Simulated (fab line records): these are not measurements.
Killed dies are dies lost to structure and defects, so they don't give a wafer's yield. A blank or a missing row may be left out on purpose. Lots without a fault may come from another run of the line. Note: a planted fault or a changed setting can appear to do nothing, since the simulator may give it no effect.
Split-lot experiment / flow n5Finfet / 21 wafers read from 7 lots, route of 1938 steps

ON THE SPLIT
At N5_MIM_BOT_SPUTTER_00 (material TiN, target thk 35 nm, time 89.7 s), the setting timeS was moved away from the recipe's 89.7 s on 5 of the 21 wafers read, by -12.8% to +14.3%. For the rest of the wafers, this setting stayed at what the recipe calls for.

Reading taken at the split's own step.

THE READING
TiN_of_MIM_BOT_SPUTTER_00.thkNm (the simulator's own value, which no gauge read), in nm, at N5_MIM_BOT_SPUTTER_00 (material TiN, target thk 35 nm, time 89.7 s). No usual value for it is given in the file. Here, 16 wafers ran the recipe; their average is 34.9 nm with a standard deviation of 0.37 nm.

wafer=L075.1; tool, chamber at the split=pvdSputter-02, -; timeS as run, s=89.7; against the recipe=recipe; TiN_of_MIM_BOT_SPUTTER_00.thkNm, nm=35.2; against lot-mates on the recipe=-
wafer=L075.2; tool, chamber at the split=pvdSputter-02, -; timeS as run, s=89.7; against the recipe=recipe; TiN_of_MIM_BOT_SPUTTER_00.thkNm, nm=35.4; against lot-mates on the recipe=-
wafer=L075.3; tool, chamber at the split=pvdSputter-02, -; timeS as run, s=89.7; against the recipe=recipe; TiN_of_MIM_BOT_SPUTTER_00.thkNm, nm=35.4; against lot-mates on the recipe=-
wafer=L076.2; tool, chamber at the split=pvdSputter-03, -; timeS as run, s=83.28; against the recipe=-7.2%; TiN_of_MIM_BOT_SPUTTER_00.thkNm, nm=32.2; against lot-mates on the recipe=-2.5
wafer=L076.4; tool, chamber at the split=pvdSputter-03, -; timeS as run, s=89.7; against the recipe=recipe; TiN_of_MIM_BOT_SPUTTER_00.thkNm, nm=34.6; against lot-mates on the recipe=-
wafer=L076.6; tool, chamber at the split=pvdSputter-03, -; timeS as run, s=89.7; against the recipe=recipe; TiN_of_MIM_BOT_SPUTTER_00.thkNm, nm=34.8; against lot-mates on the recipe=-
wafer=L081.2; tool, chamber at the split=pvdSputter-01, -; timeS as run, s=89.7; against the recipe=recipe; TiN_of_MIM_BOT_SPUTTER_00.thkNm, nm=35.2; against lot-mates on the recipe=-
wafer=L081.6; tool, chamber at the split=pvdSputter-01, -; timeS as run, s=89.7; against the recipe=recipe; TiN_of_MIM_BOT_SPUTTER_00.thkNm, nm=35.2; against lot-mates on the recipe=-
wafer=L081.3; tool, chamber at the split=pvdSputter-01, -; timeS as run, s=89.7; against the recipe=recipe; TiN_of_MIM_BOT_SPUTTER_00.thkNm, nm=35.4; against lot-mates on the recipe=-
wafer=L086.1; tool, chamber at the split=pvdSputter-01, -; timeS as run, s=89.7; against the recipe=recipe; TiN_of_MIM_BOT_SPUTTER_00.thkNm, nm=35; against lot-mates on the recipe=-
wafer=L086.3; tool, chamber at the split=pvdSputter-01, -; timeS as run, s=78.26; against the recipe=-12.8%; TiN_of_MIM_BOT_SPUTTER_00.thkNm, nm=30.8; against lot-mates on the recipe=-4.2
wafer=L086.5; tool, chamber at the split=pvdSputter-01, -; timeS as run, s=78.26; against the recipe=-12.8%; TiN_of_MIM_BOT_SPUTTER_00.thkNm, nm=30.6; against lot-mates on the recipe=-4.4
wafer=L087.3; tool, chamber at the split=pvdSputter-03, -; timeS as run, s=81.42; against the recipe=-9.2%; TiN_of_MIM_BOT_SPUTTER_00.thkNm, nm=31.4; against lot-mates on the recipe=-3.2
wafer=L087.4; tool, chamber at the split=pvdSputter-03, -; timeS as run, s=89.7; against the recipe=recipe; TiN_of_MIM_BOT_SPUTTER_00.thkNm, nm=34.4; against lot-mates on the recipe=-
wafer=L087.5; tool, chamber at the split=pvdSputter-03, -; timeS as run, s=89.7; against the recipe=recipe; TiN_of_MIM_BOT_SPUTTER_00.thkNm, nm=34.8; against lot-mates on the recipe=-
wafer=L091.2; tool, chamber at the split=pvdSputter-01, -; timeS as run, s=102.5; against the recipe=+14.3%; TiN_of_MIM_BOT_SPUTTER_00.thkNm, nm=39.4; against lot-mates on the recipe=+5.0
wafer=L091.3; tool, chamber at the split=pvdSputter-01, -; timeS as run, s=89.7; against the recipe=recipe; TiN_of_MIM_BOT_SPUTTER_00.thkNm, nm=34.4; against lot-mates on the recipe=-
wafer=L091.4; tool, chamber at the split=pvdSputter-01, -; timeS as run, s=89.7; against the recipe=recipe; TiN_of_MIM_BOT_SPUTTER_00.thkNm, nm=34.4; against lot-mates on the recipe=-
wafer=L092.1; tool, chamber at the split=pvdSputter-03, -; timeS as run, s=89.7; against the recipe=recipe; TiN_of_MIM_BOT_SPUTTER_00.thkNm, nm=34.6; against lot-mates on the recipe=-
wafer=L092.4; tool, chamber at the split=pvdSputter-03, -; timeS as run, s=89.7; against the recipe=recipe; TiN_of_MIM_BOT_SPUTTER_00.thkNm, nm=34.8; against lot-mates on the recipe=-
wafer=L092.6; tool, chamber at the split=pvdSputter-03, -; timeS as run, s=89.7; against the recipe=recipe; TiN_of_MIM_BOT_SPUTTER_00.thkNm, nm=34.4; against lot-mates on the recipe=-

FIT RESULTS
A straight line over all 21 wafers: TiN_of_MIM_BOT_SPUTTER_00.thkNm changes by +0.333 nm for each +1% of timeS; r = +0.98; the points scatter about the line by 0.36 nm.
The same after taking each lot's own level away (the mean of its wafers on the recipe; 21 wafers): +0.344 nm for each +1%; r = +1.00; scatter 0.12 nm.
According to that fit, moving timeS by its largest amount changes the reading by 4.9 nm.
The span of the lots' own levels, 34.40 to 35.33 nm, comes to 2.5 times the standard deviation stated above.
Hence the lot-to-lot level has little effect on the slope; both slopes agree.
Check: +4.85 nm against its lot-mates is what the line predicts for one of the wafers moved furthest among these (+14.3%) when that wafer is left out of the fit. It came out at +5 nm against them.

OTHER SPLITS APPLIED TO THESE WAFERS
Other splits were also applied to these wafers ahead of the reading. Each is held against what the fit with the lots' levels taken away leaves over:
other split on the same wafers=N5_BEOL_M15_COAT_04 spinRpm; wafers away from the commonest value=6; r with TiN_of_MIM_BOT_SPUTTER_00.thkNm (lot level and that fit taken away)=-0.37

FILE'S OWN FIT
TiN_of_MIM_BOT_SPUTTER_00.thkNm changes by +0.345 nm for each +1% of timeS, r = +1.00.
